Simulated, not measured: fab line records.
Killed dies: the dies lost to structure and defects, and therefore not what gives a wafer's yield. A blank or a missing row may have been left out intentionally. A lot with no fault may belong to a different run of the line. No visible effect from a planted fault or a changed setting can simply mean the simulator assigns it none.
fab line records	flow nand-harc
record lots=6	wafers=18	last-day=31
route steps=1302 shown A_M0@1162 A_M1@1169 END@1302
lots that met no fault: from a run of the same line without faults
start-h: the number of hours between the record's first day and the start of the first shown wafer of the lot	wait-h: hours from the lot's prior step to this one	" as in the row above	L1.1+2: a row that stands for several wafers	- value missing, or start not given	* or withheld: withheld	< > ~ a bound
route shown NAME@n: names a module that has steps shown in the file, with the first one's number in the route	usual: mean/standard deviation of fault-free wafers	same: alike in all rows	chamber/n: place in a boat	sites: readings site by site	_std_site: their standard deviation	_edge_site: inner sites' mean taken away from outer sites' mean	radius-mm: how far each site lies from the wafer's centre	mask NAME#n: copy n	behind: the last tool/chamber to shape the wafer	hold: reason for holding the lot/hours on hold/outcome of the hold	device: the n, p or np transistor that did not switch	end of line: the same wafers' tests at the end of the route	a step given without rows: its recipe and nothing more	killed: count of dies lost to structure and defects at first sort (not the wafer's yield)	map: a wafer's dies, marking killed ones x, the rest . and places with no die _
set.NAME: the run value of the setting; set.NAME@STEP: its run value at that earlier step	model.NAME: the simulator's own value behind a step, which no gauge read
lots seen at some steps along the route; tables by step, rows by wafer
services: when a tool's chamber went out of use (start-h, in hours from the record's first day, below 0 if earlier), for how many hours, and the reason
## steps
# step NHARC_A_M0_CMP_23
# recipe t-overpolish-s=20	target-thk-nm=113.75
# usual motor-current-A=12.2/1.1	slurry-filter-dp-kPa=13.51/0.14	time-to-endpoint-s=29/3.8
lot.wafer	tool	chamber	start-h	wait-h	motor-current-A	slurry-filter-dp-kPa	time-to-endpoint-s
L913.2	cmp-04	0	574.88	-	11.2	13.47	31
L913.3	"	1	"	"	12.3	13.79	32
L913.5	"	2	"	"	10.6	13.50	35
L916.4	cmp-01	1	603.03	-	12.2	13.47	23
L916.2	"	3	"	"	11.8	13.64	32
L916.5	"	1	"	"	12.7	13.50	24
L922.2	cmp-01	3	660.60	-	11.9	13.31	31
L922.3	"	2	"	"	15.1	13.57	30
L922.5	"	0	"	"	13.3	13.67	29
L925.2	cmp-02	3	698.08	-	10.6	13.59	34
L925.6	"	3	"	"	10.5	13.37	36
L925.5	"	0	"	"	12.2	13.52	30
L926.1	cmp-01	0	709.05	-	13.2	13.52	30
L926.5	"	1	"	"	12.2	13.56	25
L926.6	"	2	"	"	13.5	13.66	33
L927.1	cmp-01	0	710.48	-	12.3	13.36	30
L927.3	"	1	"	"	11.8	13.39	27
L927.5	"	3	"	"	12.2	13.45	32
# step NHARC_A_M0_THK_MEAS_24
# recipe thk-meas-gauge=xrf
# usual thk-nm=113.9/1.9
lot.wafer	tool	chamber	start-h	wait-h	thk-nm
L913.2	film-metro-01	-	575.14	-	115.0
L913.3	"	-	"	"	114.2
L913.5	"	-	"	"	114.6
L916.2	film-metro-01	-	603.31	-	112.0
L916.4	"	-	"	"	110.3
L916.5	"	-	"	"	110.6
L922.2	film-metro-01	-	660.92	-	115.2
L922.3	"	-	"	"	115.7
L922.5	"	-	"	"	113.8
L925.2	film-metro-01	-	698.40	-	117.8
L925.5	"	-	"	"	115.2
L925.6	"	-	"	"	114.9
L926.1	film-metro-02	-	709.27	-	114.5
L926.5	"	-	"	"	112.6
L926.6	"	-	"	"	113.3
L927.1	film-metro-02	-	710.77	-	113.2
L927.3	"	-	"	"	112.6
L927.5	"	-	"	"	116.8
# step NHARC_A_M0_SRD_25
# step NHARC_A_M0_INSPECT_27
# usual raw-defect-count=499/94
lot.wafer	tool	chamber	start-h	wait-h	raw-defect-count
L913.2	defect-inspect-02	-	575.29	0.0	459
L913.3	"	-	"	"	362
L913.5	"	-	"	"	365
L916.2	defect-inspect-01	-	603.47	0.0	515
L916.4	"	-	"	"	586
L916.5	"	-	"	"	548
L922.2	defect-inspect-02	-	661.10	0.0	527
L922.3	"	-	"	"	511
L922.5	"	-	"	"	551
L925.2	defect-inspect-01	-	698.55	0.0	447
L925.5	"	-	"	"	504
L925.6	"	-	"	"	467
L926.1	defect-inspect-02	-	709.43	0.0	444
L926.5	"	-	"	"	461
L926.6	"	-	"	"	390
L927.1	defect-inspect-01	-	710.92	0.0	402
L927.3	"	-	"	"	470
L927.5	"	-	"	"	457
# step NHARC_A_M0_PRE_CLEAN_31
# recipe time-s=12	temp-c=370	rf-power-w=300	gas=NH3
# usual heater-power-w=636/79
lot.wafer	tool	chamber	start-h	wait-h	heater-power-w
L913.3	pecvd-01	0	575.36	0.1	555
L913.2	"	2	"	"	578
L913.5	"	1	"	"	664
L916.2	pecvd-03	0	603.56	0.1	572
L916.5	"	2	"	"	600
L916.4	"	0	"	"	576
L922.2	pecvd-02	2	661.16	0.1	513
L922.3	"	1	"	"	688
L922.5	"	2	"	"	510
L925.2	pecvd-02	2	698.65	0.1	580
L925.5	"	2	"	"	591
L925.6	"	0	"	"	509
L926.1	pecvd-02	0	709.51	0.1	538
L926.6	"	0	"	"	529
L926.5	"	1	"	"	670
L927.1	pecvd-03	0	711.00	0.1	622
L927.3	"	1	"	"	749
L927.5	"	0	"	"	620
# step NHARC_A_M0_DEP_32
# recipe target-thk-a=300	temp-c=370	target-thk-nm=30	pressure-torr=3	flow-sccm=200	rf-w=450	material=SiCN
# usual heater-power-w=584/69
lot.wafer	tool	chamber	start-h	wait-h	heater-power-w
L913.3	pecvd-01	0	575.44	0.1	550
L913.2	"	2	"	"	550
L913.5	"	1	"	"	636
L916.2	pecvd-03	0	603.70	0.1	560
L916.5	"	2	"	"	650
L916.4	"	0	"	"	569
L922.2	pecvd-02	2	661.24	0.1	494
L922.3	"	1	"	"	627
L922.5	"	2	"	"	513
L925.2	pecvd-02	2	698.76	0.1	529
L925.5	"	2	"	"	528
L925.6	"	0	"	"	556
L926.1	pecvd-02	0	709.62	0.1	547
L926.6	"	0	"	"	547
L926.5	"	1	"	"	700
L927.1	pecvd-03	0	711.11	0.1	573
L927.3	"	1	"	"	641
L927.5	"	0	"	"	567
# step NHARC_A_M1_DEP_00
# recipe target-thk-a=1825	target-thk-nm=182.5	temp-c=withheld	pressure-torr=5	flow-sccm=200	rf-w=600	material=SiOC
# step NHARC_A_M1_DEHYDRATE_01
# recipe temp-c=150	time-s=120
# step NHARC_A_M1_HMDS_02
# recipe time-s=30
# step NHARC_A_M1_COAT_34
# recipe temp-c=200	time-s=65
# step NHARC_A_M1_COAT_03
# recipe spin-rpm=1500	resist-thk-nm=90
# step NHARC_A_M1_SOFTBAKE_04
# recipe temp-c=105	time-s=55
# usual chill-plate-temp-C=23.02/0.097	heater-power-total-W=188.45/0.14
lot.wafer	tool	chamber	start-h	wait-h	chill-plate-temp-C	heater-power-total-W
L913.2	litho-track-01	0	576	-	23.10	188.45
L913.3	"	0	"	"	23.01	188.37
L913.5	"	0	"	"	22.96	188.49
L916.2	litho-track-01	0	604	-	23.10	188.40
L916.4	"	0	"	"	22.90	188.48
L916.5	"	0	"	"	22.93	188.24
L922.2	litho-track-06	0	662	-	23.15	188.27
L922.3	"	0	"	"	23.10	188.69
L922.5	"	0	"	"	23.01	188.61
L925.2	litho-track-04	0	699	-	22.96	188.32
L925.5	"	0	"	"	22.99	188.31
L925.6	"	0	"	"	23.12	188.36
L926.1	litho-track-04	0	710	-	22.87	206.84
L926.5	"	0	"	"	22.84	188.31
L926.6	"	0	"	"	22.82	188.74
L927.1	litho-track-04	0	711	-	23.13	206.41
L927.3	"	0	"	"	23.14	206.67
L927.5	"	0	"	"	23.26	188.55
# step NHARC_A_M1_EBR_05
# step NHARC_END_SORT_01
# recipe temp-c=25
# usual defect-limited-yield=92.4/2.2	killed-at-array=46/15	killed-at-other=1.0/1.3	killed-at-periphery=4/3	killed-dies=51/15	killed-open=3.2/1.8	killed-short=2.5/1.5	sort_bin_2_pct=2.7/1.1	sort_bin_3_pct=0.6/0.34	sort_bin_4_pct=4.3/1.3	sort-n-pass=626/15	sort-rim-yield-pct=89/4.4	sort-yield-pct=92.4/2.2
# same gross-dies=677	sort_bin_5_pct[%]=0	sort_bin_6_pct[%]=0	sort_bin_7_pct[%]=0	sort_bin_8_pct[%]=0	sort-rim-n-gross=106.00
lot.wafer	tool	chamber	start-h	wait-h	defect-limited-yield[%]	killed-at-array	killed-at-other	killed-at-periphery	killed-dies	killed-open	killed-short	sort_bin_2_pct[%]	sort_bin_3_pct[%]	sort_bin_4_pct[%]	sort-n-pass	sort-rim-yield-pct[%]	sort-yield-pct[%]
L913.2	prober-02	0	620.89	2.8	93.5	42	0	2	44	4	2	1.8	0.3	4.4	633	95	93.5
L913.3	prober-02	0	621.69	3.1	93.9	39	0	2	41	1	3	2.2	0.4	3.4	636	86	93.9
L913.5	prober-02	0	623.29	3.7	91.6	56	0	1	57	0	2	3.8	0.3	4.3	620	92	91.6
L916.2	prober-01	0	639.12	2.8	94.2	37	0	2	39	2	2	2.2	0	3.5	638	88	94.2
L916.4	prober-01	0	640.74	3.4	91.7	55	0	1	56	5	3	2.5	0.7	5.0	621	93	91.7
L916.5	prober-01	0	641.55	3.7	90.8	58	1	3	62	4	1	2.1	0.7	6.4	615	97	90.8
L922.2	prober-02	0	699.67	2.8	89.1	62	3	9	74	6	3	3.4	1.0	6.5	603	78	89.1
L922.3	prober-02	0	700.46	3.1	88.5	72	2	4	78	1	4	5.3	0.7	5.5	599	89	88.5
L922.5	prober-02	0	702.05	3.7	90.0	61	2	5	68	4	1	3.2	1.0	5.8	609	81	90.0
L925.2	prober-01	0	740.62	2.8	90.8	58	0	4	62	1	5	4.3	0.6	4.3	615	80	90.8
L925.5	prober-01	0	743.01	3.7	84.6	97	1	6	104	8	3	4.4	0.6	10.3	573	86	84.6
L925.6	prober-01	0	743.80	4.0	89.2	68	0	5	73	3	6	3.8	0.4	6.5	604	78	89.2
L927.1	prober-02	0	747.53	2.5	93.4	44	1	0	45	0	1	2.7	0.4	3.5	632	83	93.4
L927.3	prober-02	0	749.13	3.1	91.0	60	1	0	61	3	1	3.5	0.4	5.0	616	92	91.0
L927.5	prober-02	0	750.73	3.7	89.7	67	0	3	70	4	2	3.5	0.6	6.2	607	91	89.7
L926.1	prober-01	0	747.57	2.5	92.9	43	3	2	48	3	5	3.4	0.3	3.4	629	90	92.9
L926.5	prober-01	0	750.75	3.7	91.3	49	6	4	59	3	2	2.8	0.3	5.6	618	86	91.3
L926.6	prober-01	0	751.55	4.0	93.5	37	3	4	44	3	1	3.0	0.7	2.8	633	91	93.5
# killed by level:class
L913.2 A_CHANNEL_HOLE_D1:chamber-film-flake=26 A_CHANNEL_HOLE_D2:chamber-film-flake=7 A_CONTACT:chamber-film-flake=3 P_STI:geometric-particle:open=1 P_CONTACT:geometric-particle:open=1 A_SGD_CUT:geometric-particle:short=1 A_WL_FILL:geometric-particle:short=1 A_M0:geometric-particle:open=1
L913.3 A_CHANNEL_HOLE_D1:chamber-film-flake=19 A_CHANNEL_HOLE_D2:chamber-film-flake=11 A_CHANNEL_FILL_D2:chamber-film-flake=3 P_STI:geometric-particle:short=1 A_ONON_D2:geometric-particle:short=1 A_M0:geometric-particle:short=1 A_M0:geometric-particle:open=1 P_GATE:chamber-film-flake=1
L913.5 A_CHANNEL_HOLE_D1:chamber-film-flake=28 A_CHANNEL_HOLE_D2:chamber-film-flake=14 A_BONDPAD:chamber-film-flake=4 A_CHANNEL_FILL_D2:chamber-film-flake=2 A_SGD_CUT:chamber-film-flake=2 A_WL_FILL:chamber-film-flake=2 A_SGD_CUT:geometric-particle:short=1 A_WL_FILL:geometric-particle:short=1
L916.2 A_CHANNEL_HOLE_D2:chamber-film-flake=13 A_CHANNEL_HOLE_D1:chamber-film-flake=5 A_CHANNEL_FILL_D1:chamber-film-flake=3 A_SGD_CUT:chamber-film-flake=3 A_CONTACT:chamber-film-flake=3 P_ZERO_WELL:chamber-film-flake=2 A_DECK1_JOINT:chamber-film-flake=2 A_ONON_D1:geometric-particle:short=1
L916.4 A_CHANNEL_HOLE_D2:chamber-film-flake=34 A_CONTACT:chamber-film-flake=5 A_CHANNEL_FILL_D1:geometric-particle:short=2 A_CHANNEL_HOLE_D1:chamber-film-flake=2 A_CHANNEL_FILL_D1:chamber-film-flake=2 A_SGD_CUT:chamber-film-flake=2 P_M0:geometric-particle:open=1 A_CHANNEL_HOLE_D2:geometric-particle:open=1
L916.5 A_CHANNEL_HOLE_D2:chamber-film-flake=41 A_SGD_CUT:chamber-film-flake=4 A_ZERO_WELL:chamber-film-flake=3 A_CHANNEL_HOLE_D1:chamber-film-flake=3 P_M1:geometric-particle:open=2 P_M2:geometric-particle:short=1 A_DECK1_JOINT:geometric-particle:open=1 A_ONON_D2:geometric-particle:open=1
L922.2 A_CHANNEL_HOLE_D1:chamber-film-flake=22 A_SLIT:chamber-film-flake=22 A_CONTACT:chamber-film-flake=5 P_BONDPAD:chamber-film-flake=3 THIN_TSV:chamber-film-flake=3 A_STAIRCASE:chamber-film-flake=3 A_CHANNEL_HOLE_D2:chamber-film-flake=3 P_GATE:chamber-film-flake=2
L922.3 A_CHANNEL_HOLE_D1:chamber-film-flake=38 A_SLIT:chamber-film-flake=20 A_CHANNEL_HOLE_D2:chamber-film-flake=4 A_STAIRCASE:chamber-film-flake=3 A_ONON_D1:geometric-particle:short=2 P_BONDPAD:chamber-film-flake=2 THIN_TSV:chamber-film-flake=2 A_ONON_D2:geometric-particle:short=1
L922.5 A_CHANNEL_HOLE_D1:chamber-film-flake=24 A_SLIT:chamber-film-flake=22 A_CHANNEL_HOLE_D2:chamber-film-flake=4 A_STAIRCASE:chamber-film-flake=3 A_CONTACT:chamber-film-flake=3 A_CHANNEL_HOLE_D1:geometric-particle:open=2 A_DECK1_JOINT:chamber-film-flake=2 THIN_TSV:chamber-film-flake=2
L925.2 A_CHANNEL_HOLE_D1:chamber-film-flake=18 A_SLIT:chamber-film-flake=12 A_CHANNEL_HOLE_D2:chamber-film-flake=9 A_STAIRCASE:chamber-film-flake=5 A_CONTACT:chamber-film-flake=5 A_CHANNEL_FILL_D1:geometric-particle:short=2 A_SOURCE_PLATE:geometric-particle:short=1 A_CHANNEL_HOLE_D1:geometric-particle:short=1
L925.5 A_CHANNEL_HOLE_D1:chamber-film-flake=39 A_SLIT:chamber-film-flake=17 A_CHANNEL_HOLE_D2:chamber-film-flake=13 A_CONTACT:chamber-film-flake=12 A_STAIRCASE:chamber-film-flake=3 P_GATE:chamber-film-flake=2 A_WL_FILL:chamber-film-flake=2 P_GATE:geometric-particle:open=1
L925.6 A_SLIT:chamber-film-flake=20 A_CHANNEL_HOLE_D1:chamber-film-flake=19 A_CHANNEL_HOLE_D2:chamber-film-flake=13 A_CONTACT:chamber-film-flake=6 A_BLC:chamber-film-flake=3 A_CHANNEL_FILL_D1:geometric-particle:short=2 P_GATE:geometric-particle:short=1 P_CONTACT:geometric-particle:open=1
L927.1 A_CHANNEL_HOLE_D2:chamber-film-flake=22 A_CHANNEL_HOLE_D1:chamber-film-flake=15 A_SLIT:chamber-film-flake=2 A_CONTACT:chamber-film-flake=2 STARTING-WAFER:geometric-particle:short=1 A_CHANNEL_FILL_D1:chamber-film-flake=1 A_STAIRCASE:chamber-film-flake=1 A_WL_FILL:chamber-film-flake=1
L926.1 A_SLIT:chamber-film-flake=17 A_CONTACT:chamber-film-flake=6 A_STAIRCASE:chamber-film-flake=5 A_CHANNEL_HOLE_D1:chamber-film-flake=4 A_ZERO_WELL:chamber-film-flake=3 A_CHANNEL_FILL_D1:geometric-particle:short=2 THIN_TSV:chamber-film-flake=2 P_M0:geometric-particle:open=1
L927.3 A_CHANNEL_HOLE_D1:chamber-film-flake=33 A_CHANNEL_HOLE_D2:chamber-film-flake=16 A_STAIRCASE:chamber-film-flake=3 A_SLIT:chamber-film-flake=3 A_DECK1_JOINT:geometric-particle:open=1 A_SGD_CUT:geometric-particle:open=1 A_SGD_CUT:geometric-particle:short=1 A_WL_FILL:geometric-particle:open=1
L927.5 A_CHANNEL_HOLE_D1:chamber-film-flake=26 A_CHANNEL_HOLE_D2:chamber-film-flake=26 A_STAIRCASE:chamber-film-flake=3 A_CONTACT:chamber-film-flake=3 A_SLIT:chamber-film-flake=2 P_M2:geometric-particle:open=1 A_ONON_D1:geometric-particle:short=1 A_CHANNEL_HOLE_D1:geometric-particle:open=1
L926.5 A_SLIT:chamber-film-flake=17 A_STAIRCASE:chamber-film-flake=8 A_CONTACT:chamber-film-flake=8 A_CHANNEL_HOLE_D1:chamber-film-flake=7 A_ZERO_WELL:chamber-film-flake=3 HYBRID_BOND:chamber-film-flake=3 THIN_TSV:chamber-film-flake=3 P_M2:chamber-film-flake=2
L926.6 A_SLIT:chamber-film-flake=15 A_CONTACT:chamber-film-flake=10 A_CHANNEL_HOLE_D1:chamber-film-flake=8 THIN_TSV:chamber-film-flake=3 P_CONTACT:geometric-particle:open=2 P_GATE:chamber-film-flake=2 A_STAIRCASE:chamber-film-flake=2 A_CHANNEL_FILL_D1:geometric-particle:short=1
## services
tool	chamber	start-h	hours	kind
cmp-04	-	552.14	1.0	repair
litho-track-04	-	553.00	7.0	pm
pecvd-03	-	557.30	2.7	repair
cmp-02	-	567.11	0.3	repair
cmp-01	-	577.52	4.0	pm
cmp-02	-	578.67	12.9	repair
pecvd-02	-	589.80	13.0	pm
cmp-01	-	593.63	1.6	repair
cmp-04	-	594.15	0.4	repair
cmp-02	-	600.59	0.5	repair
cmp-04	-	601.18	4.0	pm
cmp-02	-	618.38	1.0	repair
cmp-02	-	624.64	4.0	pm
cmp-04	-	631.13	0.6	repair
cmp-02	-	643.39	0.7	repair
cmp-02	-	650.05	0.4	repair
cmp-04	-	662.74	1.7	repair
pecvd-03	-	666.21	1.0	repair
pecvd-01	-	673.91	13.0	pm
cmp-01	-	675.52	4.0	pm
litho-track-01	-	680.00	7.0	pm
pecvd-03	0	689.06	15.0	repair
cmp-04	-	689.11	5.1	repair
cmp-04	-	699.26	4.0	pm
## key
first-sign step=NHARC_A_M1_SOFTBAKE_04	reading=heater-power-total-W	direction=up	sigmas=99+	usual=*	struck=*
effect none on later readings
met-at NHARC_A_M1_SOFTBAKE_04
struck-wafers L926.1,L927.1,L927.3
onset-between 699 710
fault kind=process-parameter-drift	tool=litho-track-04	chamber=-	onset-h=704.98	steps=NHARC_A_M1_SOFTBAKE_04	channel=time-s	offset=*	shape=step	end-h=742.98	scope=struck-wafers-only	acts-in=*	stated=*
